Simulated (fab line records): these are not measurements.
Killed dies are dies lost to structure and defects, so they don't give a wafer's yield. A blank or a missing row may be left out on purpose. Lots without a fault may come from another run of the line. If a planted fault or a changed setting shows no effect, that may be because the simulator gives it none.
fab line records	flow n5_finfet	part 1 of 2: steps 1 to 24 of 34
record: lots: 5	wafers: 15	last_day: 17
route steps=1938 shown BEOL_M0@728 BEOL_M1@751
lots with no fault: from the same line, run without faults
start_h: the number of hours between the record's first day and the start of the first shown wafer of the lot	wait_h: hours elapsed since this lot's preceding step	" identical to the entry in the row above	L1.1+2: one row covering several wafers at once	- value missing, or start not given	* or withheld: withheld	< > ~ a bound
route shown NAME@n: names a module that has steps shown in the file, with the first one's number in the route	usual: average and standard deviation across the fault-free wafers	same: alike in all rows	chamber/n: place in a boat	sites: the reading at each site	_std_site: standard deviation of those values	_edge_site: the outer-site mean with the inner-site mean subtracted	radius_mm: for every site, how far away it sits from the centre of the wafer	mask NAME#n: copy n	behind: the most recent tool/chamber to have shaped the wafer	hold: what put the lot on hold/how long, in hours/how the hold closed	device: the transistor (n, p or np) that didn't switch	end of line: tests run on the same wafers once the route is complete	for a step that has no rows: nothing shown but its recipe	killed: at the first sort, the dies lost to defects and structure; wafer yield is something else	map: per-die view of a wafer (x killed, . not killed, _ where there is no die)
set.NAME: the setting the step ran with; set.NAME@STEP: the setting that earlier step ran with	model.NAME: the simulator's own value behind a step, which no gauge read
lots at some steps of the route; a table a step, a row a wafer
services: the hour from which a tool's chamber was out of use, counted from the record's first day as start_h (under 0 if before that day), plus the number of hours and why
== steps ==
step: N5_BEOL_M0_SRD_111
recipe: time_s: 30	temp_c: 23	rinse_liquid: diw	dry: ipa_marangoni
lot.wafer	tool	chamber	start_h	wait_h
L080.2+5+6	wet_bench-02	7,2,3	153.16	0.0
L093.2+3+5	wet_bench-05	2,0,5	228.69	0.0
L092.2+4+5	wet_bench-05	5,0,6	228.80	0.0
L096.2+4+6	wet_bench-06	2,0,7	254.95	0.0
L097.1+2+5	wet_bench-02	2,3,0	255.11	0.0
step: N5_BEOL_M0_DEGAS_112
recipe: ambient: vacuum	temp_c: 250	time_s: 60
usual: heater_power_w: 313/18
lot.wafer	tool	chamber	start_h	wait_h	heater_power_w
L080.2	pvd_sputter-02	-	153.69	0.5	295
L080.5	"	-	"	"	277
L080.6	"	-	"	"	293
L093.2	pvd_sputter-03	-	229.31	0.6	308
L093.3	"	-	"	"	312
L093.5	"	-	"	"	311
L092.2	pvd_sputter-01	-	229.33	0.5	308
L092.4	"	-	"	"	322
L092.5	"	-	"	"	301
L096.2	pvd_sputter-02	-	255.22	0.3	300
L096.4	"	-	"	"	277
L096.6	"	-	"	"	337
L097.1	pvd_sputter-02	-	255.54	0.4	275
L097.2	"	-	"	"	322
L097.5	"	-	"	"	278
step: N5_BEOL_M0_PRE_CLEAN_113
recipe: gas: H2/He	time_s: 30	temp_c: 250
usual: heater_power_w: 313/18
lot.wafer	tool	chamber	start_h	wait_h	heater_power_w
L080.2	pvd_sputter-02	-	153.73	0.0	302
L080.5	"	-	"	"	279
L080.6	"	-	"	"	309
L093.2	pvd_sputter-03	-	229.35	0.0	315
L093.3	"	-	"	"	320
L093.5	"	-	"	"	314
L092.2	pvd_sputter-01	-	229.37	0.0	301
L092.4	"	-	"	"	318
L092.5	"	-	"	"	303
L096.2	pvd_sputter-02	-	255.26	0.0	297
L096.4	"	-	"	"	279
L096.6	"	-	"	"	336
L097.1	pvd_sputter-02	-	255.58	0.0	278
L097.2	"	-	"	"	324
L097.5	"	-	"	"	276
step: N5_BEOL_M0_ALD_136
recipe: material: TaN	target_thk_a: *	temp_c: 275	ald_precursor_family: PDMAT	ald_co_reactant: NH3	pressure_torr: 3	carrier_flow_sccm: 1500	pulse_time_s: 2	purge_time_s: 3	co_reactant_purge_time_s: 2	co_reactant_pulse_time_s: 3	ald_cycles: 30	precursor_vessel_temp_c: 75	precursor_vessel_pressure_torr: 26.25	precursor_vessel_carrier_sccm: 1000
usual: heater_power_w: 397/34
same: ald_cycles: 30
lot.wafer	tool	chamber	start_h	wait_h	heater_power_w
L080.2	ald_metal-02	2	153.81	0.1	401
L080.5	"	2	"	"	411
L080.6	"	1	"	"	382
L092.2	ald_metal-02	2	229.44	0.1	411
L092.4	"	0	"	"	397
L092.5	"	3	"	"	445
L093.2	ald_metal-03	2	229.44	0.1	429
L093.3	"	1	"	"	374
L093.5	"	1	"	"	361
L096.2	ald_metal-02	3	255.33	0.0	442
L096.4	"	2	"	"	414
L096.6	"	0	"	"	409
L097.1	ald_metal-01	0	255.65	0.0	391
L097.2	"	3	"	"	332
L097.5	"	3	"	"	338
step: N5_BEOL_M0_SURFACE_TREAT_137
recipe: gas: Ar	time_s: *	ion_energy_ev: *	ion_current_ma_cm2: 0.5	pressure_mtorr: *	ar_flow_sccm: 30
usual: ar_flow_sccm: 30.01/0.084	throttle_valve_pct: *
lot.wafer	tool	chamber	start_h	wait_h	ar_flow_sccm	throttle_valve_pct
L080.2	pvd_sputter-02	-	154.13	0.2	30.14	*
L080.5	"	-	"	"	30.14	*
L080.6	"	-	"	"	30.01	*
L092.2	pvd_sputter-02	-	229.69	0.1	29.93	*
L092.4	"	-	"	"	30.06	*
L092.5	"	-	"	"	29.88	*
L093.2	pvd_sputter-02	-	229.73	0.2	29.92	*
L093.3	"	-	"	"	30.03	*
L093.5	"	-	"	"	30.06	*
L096.2	pvd_sputter-03	-	255.61	0.2	30.09	*
L096.4	"	-	"	"	30.03	*
L096.6	"	-	"	"	30.02	*
L097.1	pvd_sputter-02	-	256.06	0.3	29.99	*
L097.2	"	-	"	"	29.99	*
L097.5	"	-	"	"	30.04	*
step: N5_BEOL_M0_CVD_115
recipe: material: Co	target_thk_a: *	temp_c: withheld	precursor: CCTBA/H2	pressure_torr: 30	time_s: 120
lot.wafer	tool	chamber	start_h	wait_h
L080.2+5+6	cvd_co-01	2,2,1	154.29	0.1
L093.2+3+5	cvd_co-01	2,0,1	229.83	0.1
L092.2+4+5	cvd_co-01	0,2,0	229.91	0.2
L096.2+4+6	cvd_co-01	2,1,2	255.67	0.0
L097.1+2+5	cvd_co-02	0,2,2	256.14	0.1
step: N5_BEOL_M0_SPUTTER_116
recipe: material: Cu	target_thk_a: 40	temp_c: -20	chamber_pressure_pa: 0.07	power_w: withheld	time_s: 7.37
usual: throttle_valve_pct: 29.5/0.75
lot.wafer	tool	chamber	start_h	wait_h	throttle_valve_pct
L080.2	pvd_sputter-02	-	154.47	0.1	29.6
L080.5	"	-	"	"	29.6
L080.6	"	-	"	"	29.8
L093.2	pvd_sputter-01	-	229.99	0.1	28.7
L093.3	"	-	"	"	31.7
L093.5	"	-	"	"	29.4
L092.2	pvd_sputter-01	-	230.43	0.5	29.6
L092.4	"	-	"	"	27.9
L092.5	"	-	"	"	29.1
L096.2	pvd_sputter-03	-	255.79	0.1	30.2
L096.4	"	-	"	"	29.2
L096.6	"	-	"	"	29.4
L097.1	pvd_sputter-02	-	256.26	0.1	29.8
L097.2	"	-	"	"	28.8
L097.5	"	-	"	"	29.2
step: N5_BEOL_M0_ANNEAL_117
recipe: temp_c: 400	time_s: 60	ambient: vacuum
usual: heater_power_w: 785/41	susceptor_temp_C_max: 401.0/0.35
lot.wafer	tool	chamber	start_h	wait_h	heater_power_w	susceptor_temp_C_max
L080.2	pvd_sputter-02	-	154.55	0.0	818	401.4
L080.5	"	-	"	"	832	400.7
L080.6	"	-	"	"	805	401.1
L093.2	pvd_sputter-01	-	230.07	0.0	801	401.3
L093.3	"	-	"	"	801	400.9
L093.5	"	-	"	"	805	401.2
L092.2	pvd_sputter-01	-	230.51	0.0	824	401.6
L092.4	"	-	"	"	751	400.8
L092.5	"	-	"	"	787	401.5
L096.2	pvd_sputter-03	-	255.87	0.0	781	400.5
L096.4	"	-	"	"	768	400.8
L096.6	"	-	"	"	752	401.1
L097.1	pvd_sputter-02	-	256.34	0.0	697	401.3
L097.2	"	-	"	"	748	401.4
L097.5	"	-	"	"	718	401.4
step: N5_BEOL_M0_SPUTTER_132
recipe: material: Cu	target_thk_a: 40	temp_c: -20	chamber_pressure_pa: 0.07	power_w: withheld	time_s: 7.37
usual: throttle_valve_pct: 29.5/0.77
lot.wafer	tool	chamber	start_h	wait_h	throttle_valve_pct
L080.2	pvd_sputter-02	-	154.59	0.0	29.6
L080.5	"	-	"	"	29.4
L080.6	"	-	"	"	30.0
L093.2	pvd_sputter-01	-	230.11	0.0	28.9
L093.3	"	-	"	"	31.8
L093.5	"	-	"	"	29.7
L092.2	pvd_sputter-01	-	230.55	0.0	29.6
L092.4	"	-	"	"	27.8
L092.5	"	-	"	"	28.8
L096.2	pvd_sputter-03	-	255.91	0.0	30.5
L096.4	"	-	"	"	29.3
L096.6	"	-	"	"	29.7
L097.1	pvd_sputter-02	-	256.38	0.0	29.9
L097.2	"	-	"	"	28.9
L097.5	"	-	"	"	29.2
step: N5_BEOL_M0_ANNEAL_133
recipe: temp_c: 400	time_s: 60	ambient: vacuum
usual: heater_power_w: 784/41	susceptor_temp_C_max: 401.0/0.38
lot.wafer	tool	chamber	start_h	wait_h	heater_power_w	susceptor_temp_C_max
L080.2	pvd_sputter-02	-	154.67	0.0	829	401.7
L080.5	"	-	"	"	838	400.3
L080.6	"	-	"	"	785	401.7
L093.2	pvd_sputter-01	-	230.19	0.0	785	401.1
L093.3	"	-	"	"	776	401.3
L093.5	"	-	"	"	798	400.7
L092.2	pvd_sputter-01	-	230.63	0.0	805	401.0
L092.4	"	-	"	"	758	400.8
L092.5	"	-	"	"	772	401.5
L096.2	pvd_sputter-03	-	255.99	0.0	780	400.6
L096.4	"	-	"	"	751	400.8
L096.6	"	-	"	"	770	401.3
L097.1	pvd_sputter-02	-	256.46	0.0	680	400.8
L097.2	"	-	"	"	745	401.0
L097.5	"	-	"	"	754	401.4
step: N5_BEOL_M0_SPUTTER_134
recipe: material: Cu	target_thk_a: 40	temp_c: -20	chamber_pressure_pa: 0.07	power_w: withheld	time_s: 7.37
usual: throttle_valve_pct: 29.4/0.75
lot.wafer	tool	chamber	start_h	wait_h	throttle_valve_pct
L080.2	pvd_sputter-02	-	154.71	0.0	30.0
L080.5	"	-	"	"	29.4
L080.6	"	-	"	"	29.6
L093.2	pvd_sputter-01	-	230.23	0.0	29.0
L093.3	"	-	"	"	31.4
L093.5	"	-	"	"	29.2
L092.2	pvd_sputter-01	-	230.67	0.0	29.4
L092.4	"	-	"	"	27.9
L092.5	"	-	"	"	28.6
L096.2	pvd_sputter-03	-	256.03	0.0	30.4
L096.4	"	-	"	"	29.0
L096.6	"	-	"	"	29.4
L097.1	pvd_sputter-02	-	256.50	0.0	29.7
L097.2	"	-	"	"	29.0
L097.5	"	-	"	"	28.9
step: N5_BEOL_M0_ANNEAL_135
recipe: temp_c: 400	time_s: 60	ambient: vacuum
usual: heater_power_w: 785/43	susceptor_temp_C_max: 401.0/0.36
lot.wafer	tool	chamber	start_h	wait_h	heater_power_w	susceptor_temp_C_max
L080.2	pvd_sputter-02	-	154.79	0.0	819	401.3
L080.5	"	-	"	"	830	400.9
L080.6	"	-	"	"	822	401.6
L093.2	pvd_sputter-01	-	230.31	0.0	789	401.5
L093.3	"	-	"	"	809	400.3
L093.5	"	-	"	"	786	401.2
L092.2	pvd_sputter-01	-	230.75	0.0	785	401.0
L092.4	"	-	"	"	741	400.7
L092.5	"	-	"	"	790	400.9
L096.2	pvd_sputter-03	-	256.11	0.0	776	400.8
L096.4	"	-	"	"	758	401.0
L096.6	"	-	"	"	768	401.2
L097.1	pvd_sputter-02	-	256.58	0.0	682	401.1
L097.2	"	-	"	"	735	402.1
L097.5	"	-	"	"	746	401.7
step: N5_BEOL_M0_SPUTTER_141
recipe: material: Cu	target_thk_a: 40	temp_c: -20	chamber_pressure_pa: 0.07	power_w: withheld	time_s: 7.37
usual: throttle_valve_pct: 29.4/0.72
lot.wafer	tool	chamber	start_h	wait_h	throttle_valve_pct
L080.2	pvd_sputter-02	-	154.83	0.0	29.8
L080.5	"	-	"	"	29.3
L080.6	"	-	"	"	30.2
L093.2	pvd_sputter-01	-	230.35	0.0	28.9
L093.3	"	-	"	"	31.3
L093.5	"	-	"	"	29.7
L092.2	pvd_sputter-01	-	230.79	0.0	29.7
L092.4	"	-	"	"	27.9
L092.5	"	-	"	"	28.8
L096.2	pvd_sputter-03	-	256.15	0.0	30.1
L096.4	"	-	"	"	29.3
L096.6	"	-	"	"	29.6
L097.1	pvd_sputter-02	-	256.62	0.0	29.5
L097.2	"	-	"	"	29.0
L097.5	"	-	"	"	29.2
step: N5_BEOL_M0_ECD_118
recipe: material: Cu	target_thk_a: 3000
lot.wafer	tool	chamber	start_h	wait_h
L080.2+5+6	ecd_cu-02	1,1,0	154.95	0.1
L093.2+3+5	ecd_cu-02	1,0,0	230.47	0.1
L092.2+4+5	ecd_cu-01	1,0,1	230.91	0.1
L096.2+4+6	ecd_cu-01	0,1,0	256.28	0.1
L097.1+2+5	ecd_cu-02	0,1,1	256.74	0.1
step: N5_BEOL_M0_ANNEAL_119
recipe: temp_c: 225	time_s: 90	ambient: N2
usual: wafer_temp_C_max: 226.36/0.3
lot.wafer	tool	chamber	start_h	wait_h	wafer_temp_C_max
L080.2	rtp_anneal-02	0	155.07	0.1	226.60
L080.5	"	0	"	"	226.65
L080.6	"	0	"	"	226.64
L093.2	rtp_anneal-01	0	230.64	0.2	226.61
L093.3	"	0	"	"	226.37
L093.5	"	0	"	"	226.14
L092.2	rtp_anneal-01	0	231.11	0.2	225.95
L092.4	"	0	"	"	225.81
L092.5	"	0	"	"	225.87
L096.2	rtp_anneal-01	0	257.17	0.9	226.10
L096.4	"	0	"	"	226.45
L096.6	"	0	"	"	226.19
L097.1	rtp_anneal-02	0	257.33	0.6	226.20
L097.2	"	0	"	"	226.58
L097.5	"	0	"	"	226.38
step: N5_BEOL_M0_CMP_120
recipe: stop_on: SiOC	t_overpolish_s: 6.9	down_force_psi: 1	platen_rpm: 50	clearing_platen_down_force_psi: 1.5	clearing_platen_rpm: 50	post_cmp_clean: cu_alkaline	clearing_platen_pad_velocity_m_s: 0.99484	pad_velocity_m_s: 0.99484
usual: barrier_field_endpoint_s: 3.64/0.11	head_pressure_psi: 0.9999/0.002	motor_current_A: 6.3/0.72	overpolish_run_s: 6.901/0.0094	slurry_flow_ml_min: 150.0/0.49	time_to_endpoint_s: 62.3/2.7
lot.wafer	tool	chamber	start_h	wait_h	barrier_field_endpoint_s	head_pressure_psi	motor_current_A	overpolish_run_s	slurry_flow_ml_min	time_to_endpoint_s
L080.2	cmp-01	2	155.32	0.2	3.72	0.9963	7.0	6.883	149.6	67.7
L080.6	"	2	"	"	3.77	0.9999	7.2	6.890	150.1	65.6
L080.5	"	3	"	"	3.69	0.9988	5.6	6.894	149.0	68.9
L093.3	cmp-02	1	230.89	0.2	3.75	0.9987	7.2	6.901	149.7	63.9
L093.2	"	2	"	"	3.71	1.0005	5.3	6.888	149.8	65.5
L093.5	"	2	"	"	3.72	1.0009	5.1	6.904	149.8	64.8
L092.4	cmp-02	3	231.36	0.1	3.79	0.9980	6.4	6.903	150.6	66.5
L092.2	"	0	"	"	3.73	0.9993	5.1	6.902	149.9	63.8
L092.5	"	3	"	"	3.59	1.0035	6.7	6.910	150.8	64.9
L096.4	cmp-03	0	257.43	0.1	3.76	0.9986	7.0	6.905	150.7	62.7
L096.2	"	2	"	"	3.63	0.9989	5.4	6.901	151.0	62.0
L096.6	"	0	"	"	3.59	0.9983	7.3	6.897	150.5	60.9
L097.2	cmp-01	0	257.64	0.2	3.73	1.0042	7.2	6.908	149.8	61.8
L097.1	"	1	"	"	3.69	1.0008	5.9	6.893	151.0	62.1
L097.5	"	0	"	"	3.79	1.0020	6.5	6.918	149.6	58.6
step: N5_BEOL_M0_PRE_CLEAN_131
recipe: gas: NH3/H2	time_s: 15	temp_c: *	rf_power_w: 300
usual: heater_power_w: 77/14
lot.wafer	tool	chamber	start_h	wait_h	heater_power_w
L080.2	cvd_co-01	1	155.65	0.0	79
L080.5	"	0	"	"	88
L080.6	"	1	"	"	80
L093.2	cvd_co-02	1	231.23	0.0	80
L093.3	"	2	"	"	56
L093.5	"	0	"	"	62
L092.2	cvd_co-02	2	231.69	0.0	56
L092.4	"	1	"	"	77
L092.5	"	2	"	"	56
L096.2	cvd_co-02	1	257.77	0.0	79
L096.4	"	2	"	"	57
L096.6	"	1	"	"	79
L097.1	cvd_co-01	1	257.97	0.0	78
L097.2	"	0	"	"	87
L097.5	"	0	"	"	87
step: N5_BEOL_M0_CO_CAP_123
recipe: material: Co	target_thk_a: 20	temp_c: 200	precursor: CCTBA/H2	pressure_torr: 30	time_s: 102.1
usual: heater_power_w: 226/18
lot.wafer	tool	chamber	start_h	wait_h	heater_power_w
L080.2	cvd_co-01	1	155.69	0.0	224
L080.5	"	0	"	"	237
L080.6	"	1	"	"	222
L093.2	cvd_co-02	1	231.27	0.0	231
L093.3	"	2	"	"	197
L093.5	"	0	"	"	211
L092.2	cvd_co-02	2	231.73	0.0	198
L092.4	"	1	"	"	232
L092.5	"	2	"	"	201
L096.2	cvd_co-02	1	257.81	0.0	233
L096.4	"	2	"	"	202
L096.6	"	1	"	"	231
L097.1	cvd_co-01	1	258.01	0.0	223
L097.2	"	0	"	"	241
L097.5	"	0	"	"	232
step: N5_BEOL_M0_PRE_CLEAN_124
recipe: gas: NH3	time_s: 15	temp_c: withheld	rf_power_w: 300
lot.wafer	tool	chamber	start_h	wait_h
L080.2+5+6	pecvd-03	0,2,1	155.79	0.1
L093.2+3+5	pecvd-01	1,0,0	231.36	0.1
L092.2+4+5	pecvd-04	2,2,0	231.82	0.1
L096.2+4+6	pecvd-04	2,1,2	257.90	0.1
L097.1+2+5	pecvd-04	1,2,2	258.10	0.1
step: N5_BEOL_M0_DEP_125
recipe: material: SiCN	target_thk_a: 80	temp_c: withheld	precursor: 3MS/NH3	pressure_torr: 3	rf_w: 202	time_s: 14
usual: showerhead_plenum_p_Torr: 3.669/0.014	throttle_valve_pct: 9.2/0.37
lot.wafer	tool	chamber	start_h	wait_h	showerhead_plenum_p_Torr	throttle_valve_pct
L080.2	pecvd-03	0	155.81	0.0	3.685	8.8
L080.5	"	2	"	"	3.659	8.7
L080.6	"	1	"	"	3.672	9.1
L093.2	pecvd-01	1	231.39	0.0	3.679	8.8
L093.3	"	0	"	"	3.664	9.3
L093.5	"	0	"	"	3.654	9.3
L092.2	pecvd-04	2	231.85	0.0	3.674	9.5
L092.4	"	2	"	"	3.674	9.3
L092.5	"	0	"	"	3.665	8.9
L096.2	pecvd-04	2	257.92	0.0	3.679	9.0
L096.4	"	1	"	"	3.643	9.8
L096.6	"	2	"	"	3.683	9.0
L097.1	pecvd-04	1	258.13	0.0	3.653	9.7
L097.2	"	2	"	"	3.686	9.3
L097.5	"	2	"	"	3.680	9.0
step: N5_BEOL_M0_RS_MEAS_126
recipe: thk_meas_gauge: four-point-probe	reads: Co_of_BEOL_M0_CO_CAP_123+Cu_of_BEOL_M0_ECD_118+Co_of_BEOL_M0_CVD_115+TaN_of_BEOL_M0_ALD_136
usual: M0_RS: 0.533/0.016
lot.wafer	tool	chamber	start_h	wait_h	M0_RS[ohm/sq]
L080.2	film_metro-01	-	155.88	0.1	0.524
L080.5	"	-	"	"	0.506
L080.6	"	-	"	"	0.520
L093.2	film_metro-01	-	231.48	0.1	0.531
L093.3	"	-	"	"	0.538
L093.5	"	-	"	"	0.532
L092.2	film_metro-01	-	231.91	0.1	0.523
L092.4	"	-	"	"	0.525
L092.5	"	-	"	"	0.522
L096.2	film_metro-02	-	257.99	0.1	0.556
L096.4	"	-	"	"	0.541
L096.6	"	-	"	"	0.526
L097.1	film_metro-01	-	258.19	0.0	0.551
L097.2	"	-	"	"	0.549
L097.5	"	-	"	"	0.546
step: N5_BEOL_M0_INSPECT_127
recipe: inspect_instrument: darkfield	mode: post_dep
usual: raw_defect_count: 73/27
lot.wafer	tool	chamber	start_h	wait_h	raw_defect_count
L080.2	defect_inspect-01	-	155.90	0.0	39
L080.5	"	-	"	"	42
L080.6	"	-	"	"	26
L093.2	defect_inspect-02	-	231.51	0.0	44
L093.3	"	-	"	"	38
L093.5	"	-	"	"	58
L092.2	defect_inspect-01	-	231.94	0.0	80
L092.4	"	-	"	"	78
L092.5	"	-	"	"	109
L096.2	defect_inspect-02	-	258.01	0.0	64
L096.4	"	-	"	"	58
L096.6	"	-	"	"	72
L097.1	defect_inspect-01	-	258.22	0.0	95
L097.2	"	-	"	"	106
L097.5	"	-	"	"	58
step: N5_BEOL_M1_ILD_DEP_00
recipe: material: SiOC	target_thk_a: 790	temp_c: 350	precursor: DEMS/O2	pressure_torr: 5	rf_w: 500	time_s: 15.3
usual: heater_power_w: 458/56	showerhead_plenum_p_Torr: 5.699/0.017	throttle_valve_pct: 12.0/0.51
lot.wafer	tool	chamber	start_h	wait_h	heater_power_w	showerhead_plenum_p_Torr	throttle_valve_pct
L080.2	pecvd-03	2	155.94	0.0	466	5.674	11.7
L080.5	"	0	"	"	445	5.718	11.7
L080.6	"	2	"	"	460	5.682	11.7
L093.2	pecvd-04	0	231.54	0.0	410	5.700	12.2
L093.3	"	1	"	"	381	5.676	12.8
L093.5	"	2	"	"	490	5.719	11.6
L092.2	pecvd-03	1	231.98	0.0	489	5.713	11.7
L092.4	"	1	"	"	511	5.701	11.9
L092.5	"	2	"	"	400	5.672	11.9
L096.2	pecvd-03	1	258.05	0.0	504	5.699	12.0
L096.4	"	0	"	"	415	5.715	11.2
L096.6	"	1	"	"	514	5.710	11.9
L097.1	pecvd-04	1	258.26	0.0	380	5.673	13.0
L097.2	"	0	"	"	366	5.709	12.5
L097.5	"	1	"	"	387	5.676	12.9
step: N5_BEOL_M1_THK_MEAS_01
recipe: reads: SiOC_of_BEOL_M1_ILD_DEP_00
usual: M1_ILD_THK: 79.3/0.99
lot.wafer	tool	chamber	start_h	wait_h	M1_ILD_THK[nm]
L080.2	film_metro-02	-	156.01	0.1	78.3
L080.5	"	-	"	"	78.8
L080.6	"	-	"	"	80.2
L093.2	film_metro-01	-	231.61	0.1	79.3
L093.3	"	-	"	"	78.4
L093.5	"	-	"	"	80.8
L092.2	film_metro-01	-	232.04	0.1	78.0
L092.4	"	-	"	"	79.6
L092.5	"	-	"	"	79.7
L096.2	film_metro-02	-	258.12	0.1	78.0
L096.4	"	-	"	"	80.4
L096.6	"	-	"	"	80.1
L097.1	film_metro-02	-	258.32	0.0	78.6
L097.2	"	-	"	"	78.6
L097.5	"	-	"	"	79.1
